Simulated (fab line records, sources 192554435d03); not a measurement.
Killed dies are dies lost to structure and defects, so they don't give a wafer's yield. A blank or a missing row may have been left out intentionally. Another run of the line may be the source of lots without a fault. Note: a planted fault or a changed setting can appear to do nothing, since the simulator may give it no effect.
Split-lot trial :: flow n5Finfet :: route with 1938 steps; 7 lots, 21 wafers read

== THE SPLIT ITSELF ==
At N5_FIN_SAQP_ETCH_69 (etches SOC in N2/H2, stops on SiNx, target depth 150 nm), the setting targetDepthA was moved away from the recipe's 1500 angstrom on 8 of the 21 wafers read, by -11.6% to +4.9%. All remaining wafers had this setting at the recipe value.

The reading comes from the split's own step.

== THE READING ==
etch.depthNm (the simulator's own value, which no gauge read), in nm, at N5_FIN_SAQP_ETCH_69 (etches SOC in N2/H2, stops on SiNx, target depth 150 nm). The file does not state a usual value for it. The 13 wafers here that ran the recipe average 54.50 nm, standard deviation 0.66 nm.

wafer: L075.2
tool, chamber at the split: rieDiel-01, 2,0
targetDepthA as run, angstrom: 1574
against the recipe: +4.9%
etch.depthNm, nm: 55
against lot-mates on the recipe: +0.00

wafer: L075.3
tool, chamber at the split: rieDiel-01, 2,0
targetDepthA as run, angstrom: 1574
against the recipe: +4.9%
etch.depthNm, nm: 55
against lot-mates on the recipe: +0.00

wafer: L075.4
tool, chamber at the split: rieDiel-01, 2
targetDepthA as run, angstrom: 1500
against the recipe: recipe
etch.depthNm, nm: 55
against lot-mates on the recipe: -

wafer: L076.1
tool, chamber at the split: rieDiel-01, 2
targetDepthA as run, angstrom: 1500
against the recipe: recipe
etch.depthNm, nm: 55
against lot-mates on the recipe: -

wafer: L076.4
tool, chamber at the split: rieDiel-01, 3
targetDepthA as run, angstrom: 1350
against the recipe: -10.0%
etch.depthNm, nm: 50.43
against lot-mates on the recipe: -4.03

wafer: L076.5
tool, chamber at the split: rieDiel-01, 0
targetDepthA as run, angstrom: 1500
against the recipe: recipe
etch.depthNm, nm: 53.92
against lot-mates on the recipe: -

wafer: L078.1
tool, chamber at the split: rieDiel-05, 0
targetDepthA as run, angstrom: 1500
against the recipe: recipe
etch.depthNm, nm: 53.96
against lot-mates on the recipe: -

wafer: L078.4
tool, chamber at the split: rieDiel-05, 1
targetDepthA as run, angstrom: 1500
against the recipe: recipe
etch.depthNm, nm: 55
against lot-mates on the recipe: -

wafer: L078.6
tool, chamber at the split: rieDiel-05, 3
targetDepthA as run, angstrom: 1500
against the recipe: recipe
etch.depthNm, nm: 53.22
against lot-mates on the recipe: -

wafer: L084.1
tool, chamber at the split: rieDiel-01, 3
targetDepthA as run, angstrom: 1500
against the recipe: recipe
etch.depthNm, nm: 55
against lot-mates on the recipe: -

wafer: L084.5
tool, chamber at the split: rieDiel-01, 3
targetDepthA as run, angstrom: 1500
against the recipe: recipe
etch.depthNm, nm: 55
against lot-mates on the recipe: -

wafer: L084.2
tool, chamber at the split: rieDiel-01, 0
targetDepthA as run, angstrom: 1500
against the recipe: recipe
etch.depthNm, nm: 53.59
against lot-mates on the recipe: -

wafer: L090.1
tool, chamber at the split: rieDiel-01, 3
targetDepthA as run, angstrom: 1356
against the recipe: -9.6%
etch.depthNm, nm: 50.07
against lot-mates on the recipe: -4.93

wafer: L090.2
tool, chamber at the split: rieDiel-01, 2
targetDepthA as run, angstrom: 1500
against the recipe: recipe
etch.depthNm, nm: 55
against lot-mates on the recipe: -

wafer: L090.4
tool, chamber at the split: rieDiel-01, 1
targetDepthA as run, angstrom: 1356
against the recipe: -9.6%
etch.depthNm, nm: 49.75
against lot-mates on the recipe: -5.25

wafer: L094.1
tool, chamber at the split: rieDiel-03, 2
targetDepthA as run, angstrom: 1500
against the recipe: recipe
etch.depthNm, nm: 53.79
against lot-mates on the recipe: -

wafer: L094.3
tool, chamber at the split: rieDiel-03, 0
targetDepthA as run, angstrom: 1500
against the recipe: recipe
etch.depthNm, nm: 55
against lot-mates on the recipe: -

wafer: L094.5
tool, chamber at the split: rieDiel-03, 3
targetDepthA as run, angstrom: 1326
against the recipe: -11.6%
etch.depthNm, nm: 48.69
against lot-mates on the recipe: -5.70

wafer: L095.1
tool, chamber at the split: rieDiel-05, 0
targetDepthA as run, angstrom: 1568
against the recipe: +4.5%
etch.depthNm, nm: 55
against lot-mates on the recipe: +0.00

wafer: L095.6
tool, chamber at the split: rieDiel-05, 0
targetDepthA as run, angstrom: 1568
against the recipe: +4.5%
etch.depthNm, nm: 55
against lot-mates on the recipe: +0.00

wafer: L095.2
tool, chamber at the split: rieDiel-05, 2
targetDepthA as run, angstrom: 1500
against the recipe: recipe
etch.depthNm, nm: 55
against lot-mates on the recipe: -
The file does not say which wafer passed through which chamber wherever a row lists several chambers: such a row stands for several wafers.

FIT RESULTS
A straight line over all 21 wafers: etch.depthNm changes by +0.387 nm for each +1% of targetDepthA; r = +0.92; the points scatter about the line by 0.81 nm.
The same after taking each lot's own level away (the mean of its wafers on the recipe; 21 wafers): +0.378 nm for each +1%; r = +0.90; scatter 0.94 nm.
That fit puts the effect of the largest move of targetDepthA on the reading at 4.4 nm.
From 54.060 to 55.000 nm: that is the span of the lots' own levels, equal to 1.4 times the standard deviation above.
Hence the lot-to-lot level has little effect on the slope; both slopes agree.
Check: with one of the wafers moved furthest among these (-11.6%) left out of the fit, the line predicts -4.64 nm for it against its lot-mates. It came out at -5.7 nm against them.

== OTHER SPLITS APPLIED TO THESE WAFERS ==
Note: prior to the reading, these wafers also went through further splits. Each is held against what the fit with the lots' levels taken away leaves over:
other split on the same wafers: N5_WELL_APT_COAT_02 spinRpm
wafers away from the commonest value: 12
r with etch.depthNm (lot level and that fit taken away): +0.28

other split on the same wafers: N5_WELL_APT_EXPOSE_22 doseMj
wafers away from the commonest value: 5
r with etch.depthNm (lot level and that fit taken away): -0.25

other split on the same wafers: N5_WELL_APT_PEB_23 pebTempC
wafers away from the commonest value: 10
r with etch.depthNm (lot level and that fit taken away): -0.10

other split on the same wafers: N5_FIN_SAQP_ETCH_65 timeS
wafers away from the commonest value: 9
r with etch.depthNm (lot level and that fit taken away): -0.54

== FILE'S OWN FIT ==
etch.depthNm changes by +0.418 nm for each +1% of targetDepthA, r = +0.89.
